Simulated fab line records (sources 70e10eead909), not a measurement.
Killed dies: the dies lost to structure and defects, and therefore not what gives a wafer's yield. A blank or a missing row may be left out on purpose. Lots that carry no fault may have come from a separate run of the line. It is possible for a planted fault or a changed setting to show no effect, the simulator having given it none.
Check for tools in common | flow nandHarc | 11 lots and 36 wafers in the sample

== WHY IT WAS OPENED ==
Flagged at NHARC_P_ZERO_WELL_CD_MEAS_24: reading cdNm, on 1 of 11 lots. Wafers without a fault read 719.8 nm, standard deviation 1.7.
Rule: a lot gets a flag if all its wafers with a number sit over 4 standard deviations from that mean, or if no wafer of it has a number. The rest of the lots are taken to be sound.

lot  | measured     | on       | cdNm (nm), wafer by wafer           | flag
L452 | day 2 08:28  | cdSem-01 | 721.8 719.2 721.5                   | 
L453 | day 2 18:37  | cdSem-01 | 721.9 719.9 717.7                   | 
L455 | day 3 14:28  | cdSem-02 | 603.0 604.5 606.4 602.9 604.5 606.2 | FLAGGED
L460 | day 5 16:37  | cdSem-02 | 719.9 718.4 718.4                   | 
L463 | day 6 22:43  | cdSem-02 | 718.5 721.3 720.4                   | 
L465 | day 7 18:35  | cdSem-03 | 721.8 721.8 719.9                   | 
L467 | day 8 14:30  | cdSem-01 | 718.5 717.4 716.3                   | 
L469 | day 9 10:32  | cdSem-03 | 718.3 720.0 717.9                   | 
L470 | day 9 20:37  | cdSem-03 | 720.9 722.7 720.6                   | 
L471 | day 10 06:47 | cdSem-02 | 719.7 723.7 720.0                   | 
L473 | day 11 02:27 | cdSem-02 | 719.2 720.0 720.6                   | 
Average over the flagged lots: 604.6 nm; offset from the usual -115.2 nm, equal to -68 standard deviations.

== LOT BY LOT: THE TOOL USED ==
The record holds 1 process step before the reading, out of a route of 1302 steps. Each cell gives the tool, then ch followed by the chambers the sampled wafers passed through, then the start.
lot  | flag    | NHARC_P_ZERO_WELL_EXPOSE_21
L452 |         | krfScanner-02 ch 0, day 2 08:19
L453 |         | krfScanner-04 ch 0, day 2 18:28
L455 | FLAGGED | krfScanner-04 ch 0, day 3 14:19
L460 |         | krfScanner-04 ch 0, day 5 16:27
L463 |         | krfScanner-02 ch 0, day 6 22:34
L465 |         | krfScanner-04 ch 0, day 7 18:26
L467 |         | krfScanner-02 ch 0, day 8 14:20
L469 |         | krfScanner-02 ch 0, day 9 10:23
L470 |         | krfScanner-04 ch 0, day 9 20:28
L471 |         | krfScanner-01 ch 0, day 10 06:38
L473 |         | krfScanner-02 ch 0, day 11 02:18
These steps, and what they do:
- NHARC_P_ZERO_WELL_EXPOSE_21: exposes mask P NWELL, target cd 720 nm.
- NHARC_P_ZERO_WELL_CD_MEAS_24: target cd 720 nm.

== FLAGGED AGAINST TOTAL, ONE TOOL AT A TIME (gauges that did the reading follow at the end) ==
step                         | tool          | lots run | flagged | share of the flagged lots | sound lots run after its first flagged lot
NHARC_P_ZERO_WELL_EXPOSE_21  | krfScanner-01 | 1        | 0       | none                      | -
NHARC_P_ZERO_WELL_EXPOSE_21  | krfScanner-02 | 5        | 0       | none                      | -
NHARC_P_ZERO_WELL_EXPOSE_21  | krfScanner-04 | 5        | 1       | all                       | 3 (L460,L465,L470)
NHARC_P_ZERO_WELL_CD_MEAS_24 | cdSem-01      | 3        | 0       | none                      | -
NHARC_P_ZERO_WELL_CD_MEAS_24 | cdSem-02      | 5        | 1       | all                       | 4 (L460,L463,L471,L473)
NHARC_P_ZERO_WELL_CD_MEAS_24 | cdSem-03      | 3        | 0       | none                      | -

== WHAT THE TABLE PERMITS ==
Every flagged lot went through 2 rows of the table: krfScanner-04 at NHARC_P_ZERO_WELL_EXPOSE_21 and cdSem-02 at NHARC_P_ZERO_WELL_CD_MEAS_24.
- krfScanner-04 at NHARC_P_ZERO_WELL_EXPOSE_21: 1 of its 5 lots flagged. Sound lots followed the first flagged one (L460, L465, L470) on it, something a lasting fault affecting the whole tool could not allow.
- cdSem-02 at NHARC_P_ZERO_WELL_CD_MEAS_24: 1 of its 5 lots flagged. Sound lots followed the first flagged one (L460, L463, L471, L473) on it, something a lasting fault affecting the whole tool could not allow.
Not one row of the table ran every flagged lot while running no sound lot after the first.

== WHAT WAS PUT IN BY THE SIMULATOR ==
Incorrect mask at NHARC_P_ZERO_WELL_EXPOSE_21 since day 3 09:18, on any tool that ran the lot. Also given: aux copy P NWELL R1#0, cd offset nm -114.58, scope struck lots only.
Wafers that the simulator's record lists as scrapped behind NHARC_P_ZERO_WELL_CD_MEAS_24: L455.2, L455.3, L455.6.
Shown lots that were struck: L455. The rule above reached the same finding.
